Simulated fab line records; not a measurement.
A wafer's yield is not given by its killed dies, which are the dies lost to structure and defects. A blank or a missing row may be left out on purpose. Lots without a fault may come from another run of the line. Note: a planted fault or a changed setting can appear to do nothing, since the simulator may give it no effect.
Which tool did it? || flow n5_finfet || 33 wafers from 11 lots sampled at 5 of the route's 1938 steps

## WHAT THE GAUGES READ, wafer by wafer
N5_PASSIVATION_CD_MEAS_10: the cd target is 3000 nm.
{"lot": "L422", "measured": "day 13 15:47", "on": "cd_sem-01", "cd_nm (nm)": "2998.7 2999.1 3000.3"}
{"lot": "L428", "measured": "day 14 19:19", "on": "cd_sem-02", "cd_nm (nm)": "3000.1 2999.4 3000.9"}
{"lot": "L427", "measured": "day 15 00:04", "on": "cd_sem-02", "cd_nm (nm)": "2998.7 3001.5 3001.3"}
{"lot": "L432", "measured": "day 16 00:41", "on": "cd_sem-03", "cd_nm (nm)": "3000.0 3000.2 3003.6"}
{"lot": "L434", "measured": "day 16 09:28", "on": "cd_sem-03", "cd_nm (nm)": "3001.2 2999.0 3001.3"}
{"lot": "L437", "measured": "day 16 13:57", "on": "cd_sem-02", "cd_nm (nm)": "3000.4 2999.9 2999.9"}
{"lot": "L438", "measured": "day 17 19:23", "on": "cd_sem-03", "cd_nm (nm)": "2999.3 2997.8 2999.1"}
{"lot": "L440", "measured": "day 17 22:02", "on": "cd_sem-03", "cd_nm (nm)": "2994.0 2993.6 2999.9"}
{"lot": "L444", "measured": "day 19 03:04", "on": "cd_sem-02", "cd_nm (nm)": "2998.3 2998.7 2998.0"}
{"lot": "L443", "measured": "day 19 03:07", "on": "cd_sem-01", "cd_nm (nm)": "2996.5 2996.8 2993.8"}
{"lot": "L445", "measured": "day 20 04:27", "on": "cd_sem-03", "cd_nm (nm)": "3001.5 3000.8 3000.5"}

## TOOL THAT RAN EACH LOT (tool first, then ch and the chambers of the sampled wafers, then the start)
{"lot": "L422", "N5_MIM_BOT_SPUTTER_00": "pvd_sputter-03, day 13 10:50", "N5_MIM_TOP_ALD_00": "ald_hk-03 ch 0,2, day 13 10:56", "N5_MIM_TOP_LITHO_DESCUM_10": "rie_diel-04 ch 0,2,3, day 13 12:36", "N5_PASSIVATION_DEVELOP_09": "litho_track-05 ch 0, day 13 15:40"}
{"lot": "L428", "N5_MIM_BOT_SPUTTER_00": "pvd_sputter-02, day 14 14:22", "N5_MIM_TOP_ALD_00": "ald_hk-01 ch 1,3, day 14 14:28", "N5_MIM_TOP_LITHO_DESCUM_10": "rie_diel-03 ch 0,1,3, day 14 16:47", "N5_PASSIVATION_DEVELOP_09": "litho_track-03 ch 0, day 14 19:13"}
{"lot": "L427", "N5_MIM_BOT_SPUTTER_00": "pvd_sputter-02, day 14 17:23", "N5_MIM_TOP_ALD_00": "ald_hk-02 ch 1,2,3, day 14 17:27", "N5_MIM_TOP_LITHO_DESCUM_10": "rie_diel-04 ch 0,2,3, day 14 20:16", "N5_PASSIVATION_DEVELOP_09": "litho_track-01 ch 0, day 14 23:56"}
{"lot": "L432", "N5_MIM_BOT_SPUTTER_00": "pvd_sputter-03, day 15 20:41", "N5_MIM_TOP_ALD_00": "ald_hk-02 ch 1,2, day 15 20:47", "N5_MIM_TOP_LITHO_DESCUM_10": "rie_diel-01 ch 0,2, day 15 22:31", "N5_PASSIVATION_DEVELOP_09": "litho_track-03 ch 0, day 16 00:34"}
{"lot": "L434", "N5_MIM_BOT_SPUTTER_00": "pvd_sputter-02, day 16 03:11", "N5_MIM_TOP_ALD_00": "ald_hk-03 ch 0,1,3, day 16 03:17", "N5_MIM_TOP_LITHO_DESCUM_10": "rie_diel-03 ch 0,1,2, day 16 05:09", "N5_PASSIVATION_DEVELOP_09": "litho_track-01 ch 0, day 16 09:21"}
{"lot": "L437", "N5_MIM_BOT_SPUTTER_00": "pvd_sputter-03, day 16 08:16", "N5_MIM_TOP_ALD_00": "ald_hk-03 ch 1,2,3, day 16 08:22", "N5_MIM_TOP_LITHO_DESCUM_10": "rie_diel-01 ch 0,1,2, day 16 09:37", "N5_PASSIVATION_DEVELOP_09": "litho_track-05 ch 0, day 16 13:50"}
{"lot": "L438", "N5_MIM_BOT_SPUTTER_00": "pvd_sputter-03, day 17 12:48", "N5_MIM_TOP_ALD_00": "ald_hk-02 ch 2,3, day 17 12:54", "N5_MIM_TOP_LITHO_DESCUM_10": "rie_diel-04 ch 0,1,2, day 17 16:44", "N5_PASSIVATION_DEVELOP_09": "litho_track-01 ch 0, day 17 19:16"}
{"lot": "L440", "N5_MIM_BOT_SPUTTER_00": "pvd_sputter-02, day 17 17:15", "N5_MIM_TOP_ALD_00": "ald_hk-03 ch 0,1, day 17 17:21", "N5_MIM_TOP_LITHO_DESCUM_10": "rie_diel-03 ch 0,2, day 17 19:00", "N5_PASSIVATION_DEVELOP_09": "litho_track-01 ch 0, day 17 21:56"}
{"lot": "L444", "N5_MIM_BOT_SPUTTER_00": "pvd_sputter-03, day 18 21:44", "N5_MIM_TOP_ALD_00": "ald_hk-01 ch 0,2, day 18 21:50", "N5_MIM_TOP_LITHO_DESCUM_10": "rie_diel-03 ch 0,1, day 18 23:17", "N5_PASSIVATION_DEVELOP_09": "litho_track-03 ch 0, day 19 02:58"}
{"lot": "L443", "N5_MIM_BOT_SPUTTER_00": "pvd_sputter-03, day 18 21:51", "N5_MIM_TOP_ALD_00": "ald_hk-03 ch 0,2,3, day 18 21:57", "N5_MIM_TOP_LITHO_DESCUM_10": "rie_diel-03 ch 1,2, day 18 23:22", "N5_PASSIVATION_DEVELOP_09": "litho_track-01 ch 0, day 19 02:59"}
{"lot": "L445", "N5_MIM_BOT_SPUTTER_00": "pvd_sputter-03, day 19 22:41", "N5_MIM_TOP_ALD_00": "ald_hk-01 ch 2,3, day 19 22:47", "N5_MIM_TOP_LITHO_DESCUM_10": "rie_diel-04 ch 0,1, day 20 00:23", "N5_PASSIVATION_DEVELOP_09": "litho_track-05 ch 0, day 20 04:20"}
- N5_MIM_BOT_SPUTTER_00: material TiN, target thk 35 nm, time 89.7 s.
- N5_MIM_TOP_ALD_00: deposits Al2O3, purge time 3 s, co reactant pulse time 3 s.
- N5_MIM_TOP_LITHO_DESCUM_10: chemistry O2, time 7.9 s.
- N5_PASSIVATION_DEVELOP_09: develop time 60 s.

## WHAT THE TOOLS THEMSELVES READ (means of the sampled wafers that have a number; where no wafer has one, the mark that the record gives instead)
N5_MIM_BOT_SPUTTER_00.
{"lot": "L422", "tool": "pvd_sputter-03", "cathode_dc_power_W (W)": 3000.1, "throttle_valve_pct (%)": 30.1}
{"lot": "L428", "tool": "pvd_sputter-02", "cathode_dc_power_W (W)": 3000.1, "throttle_valve_pct (%)": 30.3}
{"lot": "L427", "tool": "pvd_sputter-02", "cathode_dc_power_W (W)": 2999.7, "throttle_valve_pct (%)": 30.3}
{"lot": "L432", "tool": "pvd_sputter-03", "cathode_dc_power_W (W)": 3000.0, "throttle_valve_pct (%)": 30.1}
{"lot": "L434", "tool": "pvd_sputter-02", "cathode_dc_power_W (W)": 3000.4, "throttle_valve_pct (%)": 30.4}
{"lot": "L437", "tool": "pvd_sputter-03", "cathode_dc_power_W (W)": 2999.6, "throttle_valve_pct (%)": 29.9}
{"lot": "L438", "tool": "pvd_sputter-03", "cathode_dc_power_W (W)": 2999.7, "throttle_valve_pct (%)": 30.3}
{"lot": "L440", "tool": "pvd_sputter-02", "cathode_dc_power_W (W)": 3000.0, "throttle_valve_pct (%)": 30.2}
{"lot": "L444", "tool": "pvd_sputter-03", "cathode_dc_power_W (W)": 2999.8, "throttle_valve_pct (%)": 29.9}
{"lot": "L443", "tool": "pvd_sputter-03", "cathode_dc_power_W (W)": 3000.3, "throttle_valve_pct (%)": 30.0}
{"lot": "L445", "tool": "pvd_sputter-03", "cathode_dc_power_W (W)": 3000.9, "throttle_valve_pct (%)": 29.6}

N5_MIM_TOP_ALD_00.
{"lot": "L422", "tool": "ald_hk-03", "precursor_pulse_height_rel": 0.983}
{"lot": "L428", "tool": "ald_hk-01", "precursor_pulse_height_rel": 1.008}
{"lot": "L427", "tool": "ald_hk-02", "precursor_pulse_height_rel": 0.994}
{"lot": "L432", "tool": "ald_hk-02", "precursor_pulse_height_rel": 0.991}
{"lot": "L434", "tool": "ald_hk-03", "precursor_pulse_height_rel": 1.003}
{"lot": "L437", "tool": "ald_hk-03", "precursor_pulse_height_rel": 1.002}
{"lot": "L438", "tool": "ald_hk-02", "precursor_pulse_height_rel": 0.991}
{"lot": "L440", "tool": "ald_hk-03", "precursor_pulse_height_rel": 0.998}
{"lot": "L444", "tool": "ald_hk-01", "precursor_pulse_height_rel": 1.017}
{"lot": "L443", "tool": "ald_hk-03", "precursor_pulse_height_rel": 1.015}
{"lot": "L445", "tool": "ald_hk-01", "precursor_pulse_height_rel": 0.996}

N5_MIM_TOP_LITHO_DESCUM_10.
{"lot": "L422", "tool": "rie_diel-04", "drypump_motor_current_A (A)": 5.8, "oes_product_au (a.u.)": 0.83, "rf_vpp_V (V)": 243.7, "showerhead_plenum_p_Torr (Torr)": 2.11, "throttle_valve_pct (%)": 20.36}
{"lot": "L428", "tool": "rie_diel-03", "drypump_motor_current_A (A)": 5.6, "oes_product_au (a.u.)": 0.78, "rf_vpp_V (V)": 243.6, "showerhead_plenum_p_Torr (Torr)": 2.12, "throttle_valve_pct (%)": 20.46}
{"lot": "L427", "tool": "rie_diel-04", "drypump_motor_current_A (A)": 5.8, "oes_product_au (a.u.)": 0.81, "rf_vpp_V (V)": 243.6, "showerhead_plenum_p_Torr (Torr)": 2.11, "throttle_valve_pct (%)": 20.38}
{"lot": "L432", "tool": "rie_diel-01", "drypump_motor_current_A (A)": 5.6, "oes_product_au (a.u.)": 0.78, "rf_vpp_V (V)": 243.2, "showerhead_plenum_p_Torr (Torr)": 2.13, "throttle_valve_pct (%)": 20.41}
{"lot": "L434", "tool": "rie_diel-03", "drypump_motor_current_A (A)": 5.8, "oes_product_au (a.u.)": 0.86, "rf_vpp_V (V)": 244.3, "showerhead_plenum_p_Torr (Torr)": 2.15, "throttle_valve_pct (%)": 20.27}
{"lot": "L437", "tool": "rie_diel-01", "drypump_motor_current_A (A)": 5.4, "oes_product_au (a.u.)": 0.79, "rf_vpp_V (V)": 244.5, "showerhead_plenum_p_Torr (Torr)": 2.17, "throttle_valve_pct (%)": 20.42}
{"lot": "L438", "tool": "rie_diel-04", "drypump_motor_current_A (A)": 5.5, "oes_product_au (a.u.)": 0.77, "rf_vpp_V (V)": 243.4, "showerhead_plenum_p_Torr (Torr)": 2.10, "throttle_valve_pct (%)": 20.33}
{"lot": "L440", "tool": "rie_diel-03", "drypump_motor_current_A (A)": 5.3, "oes_product_au (a.u.)": 0.90, "rf_vpp_V (V)": 244.4, "showerhead_plenum_p_Torr (Torr)": 2.15, "throttle_valve_pct (%)": 20.21}
{"lot": "L444", "tool": "rie_diel-03", "drypump_motor_current_A (A)": 6.2, "oes_product_au (a.u.)": 0.79, "rf_vpp_V (V)": 243.8, "showerhead_plenum_p_Torr (Torr)": 2.13, "throttle_valve_pct (%)": 20.39}
{"lot": "L443", "tool": "rie_diel-03", "drypump_motor_current_A (A)": 5.7, "oes_product_au (a.u.)": 0.86, "rf_vpp_V (V)": 244.7, "showerhead_plenum_p_Torr (Torr)": 2.21, "throttle_valve_pct (%)": 20.32}
{"lot": "L445", "tool": "rie_diel-04", "drypump_motor_current_A (A)": 5.1, "oes_product_au (a.u.)": 0.78, "rf_vpp_V (V)": 243.9, "showerhead_plenum_p_Torr (Torr)": 2.14, "throttle_valve_pct (%)": 20.30}

## THE ANSWER, worked out from the rows above alone
Rule: what is usual is taken from the lots themselves. The widest of any qualifying gaps counts: lots, ordered by their means at a reading, are off when they make up no more than a third of the lots, leave a main group of 4 or more, and stand apart from it by 3 or more times the standard deviation of that group's means. A main group whose means are all the same, to the digits that the tables above print for the reading, isn't used. A lot without any number at a reading at which 4 lots or more have one is off too. Any other lot the step has rows for is counted as sound. The gauges are gone through in route order, then the tools' own readings, and for those a lot's mean is taken as printed above. The first step at which some lot is off is used, and at that step the reading that is off furthest; a lot without a number counts as furthest.
No lot is off on any of the readings shown, so nothing can be concluded from this.

## WHAT THE SIMULATOR PUT IN
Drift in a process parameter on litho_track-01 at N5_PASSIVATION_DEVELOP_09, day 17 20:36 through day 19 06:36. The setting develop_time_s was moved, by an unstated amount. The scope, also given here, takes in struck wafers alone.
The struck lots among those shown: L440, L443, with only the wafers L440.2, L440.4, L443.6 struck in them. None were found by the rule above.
